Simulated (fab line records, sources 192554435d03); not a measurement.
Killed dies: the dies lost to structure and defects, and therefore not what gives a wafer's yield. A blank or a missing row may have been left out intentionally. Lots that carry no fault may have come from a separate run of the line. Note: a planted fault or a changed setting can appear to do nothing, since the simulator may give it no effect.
Code-filled problem report in 8D (eight disciplines) form    flow n5 finfet    the parts of the form that need people (team, actions taken, sign-off) are left out
Where a reading is given only as a bound, like >300, the bound stands for it, and a mean or a difference that rests on one is marked > or <: the true number lies beyond.

## 1. THE ISSUE
Mean of raw defect count at N5_BEOL_M11_INSPECT_58: 658 across 2 wafers in 2 lots; on wafers with no fault it is 75 (standard deviation 24). Measured from the usual mean, that is +24 standard deviations.
The step: inspects for defects (darkfield).
The first sign was on wafer L514.5 at day 13 09:52, on defect inspect-01. Wafers with a number at this step in the record: 33, from 11 lots. The rule behind "out" and "out of limits": a value lying over 4 standard deviations away from the usual mean. The other wafers with a number count as sound.

## 2. WHAT IT IS, AND WHAT IT ISN'T
question                     is                 is not
which readings at this step  raw defect count   -
which lots                   L514, L515         L505, L507, L508, L509, L511, L521, L524, L525, L526
which wafers of those lots   L514.5, L515.1     L514.3, L514.6, L515.5, L515.6
read on which gauges         defect inspect-01  defect inspect-02
when                         from day 13 09:52  up to then (17 sound wafers); but 14 sound wafers of L515, L521, L524, L525, L526 came after

## 3. THE SUSPECTS, EACH WITH WHAT RULES IT OUT
Counting: if a tool at a process step up to the reading ran every lot that is out, it stays a suspect. Sound lots after the first of them don't rule it out here, since some wafers of a struck lot are sound.
- ruled out: the gauge at N5_BEOL_M11_INSPECT_58. All the wafers that are out were read on defect inspect-01, but those of them that N5_PASSIVATION_PROBE_49 has rows for are out there too, on other tools.
- pvd sputter-01 at N5_BEOL_M11_SPUTTER_48 (material Cu, target thk 12 nm, time 2 s): kept. It ran every lot that is out, first L514 (day 13 08:53).
- pecvd-04 at N5_BEOL_M11_PRE_CLEAN_55 (time 15 s): kept. Every lot that is out went through it, the first being L514 (day 13 09:44); the last sound lot it ran before that was L511 (day 12 13:33).
What counting leaves: pvd sputter-01 at N5_BEOL_M11_SPUTTER_48 and pecvd-04 at N5_BEOL_M11_PRE_CLEAN_55.

## 4. THE CAUSE (what the simulator had put in)
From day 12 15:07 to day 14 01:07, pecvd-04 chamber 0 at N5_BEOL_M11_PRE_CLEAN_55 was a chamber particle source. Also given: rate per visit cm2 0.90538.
Counting left 2 suspects, and this tool is among them.

## 5. SEQUENCE OF EFFECTS, ordered by route
Each row: a reading where the mean over the struck wafers with a number is more than 3 standard deviations away from the usual. Readings are gone through only where the record gives a usual standard deviation; hours: the median, over the lots, of the time from a lot's start at the first step in this table giving one to that lot's start at this step; sigmas: the change measured in usual standard deviations.
hours  step                     reading               usual   on struck wafers  change  sigmas
0      N5_BEOL_M11_INSPECT_58   raw defect count      75      658               +583    +24
1      N5_BEOL_M12_INSPECT_12   raw defect count      2.1     >300              >+298   +99 or more
38     N5_PASSIVATION_PROBE_49  defect limited yield  91.3 %  80.5              -10.8   -7.7
38     N5_PASSIVATION_PROBE_49  killed_at_M4_up       13      136               +124    +26
38     N5_PASSIVATION_PROBE_49  killed dies           103     230               +127    +7.9
38     N5_PASSIVATION_PROBE_49  sort_bin_5_function   5.1 %   11.7              +6.6    +6.9
38     N5_PASSIVATION_PROBE_49  sort_bin_6_memory     3.2 %   5.1               +1.9    +3.1
38     N5_PASSIVATION_PROBE_49  sort n pass           1077    950               -127    -7.9
38     N5_PASSIVATION_PROBE_49  sort yield pct        91.3 %  80.5              -10.8   -7.7
It contains these process steps:
- N5_PASSIVATION_PROBE_49
Later steps that measure or inspect, where all struck wafers having a row at the step show a number for every such reading and not one has moved that far: N5_BEOL_M12_CD_MEAS_10.

## 6. HOW IT WOULD HAVE BEEN CAUGHT EARLIER
In this record the first reading out of limits at a measuring or inspecting step was taken at day 13 09:52, 19 hours after the fault began at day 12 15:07.
L515, from the lots that are out (2), started N5_BEOL_M11_PRE_CLEAN_55 on pecvd-04 later than day 13 09:52. Holding the tool at that time would have saved it.
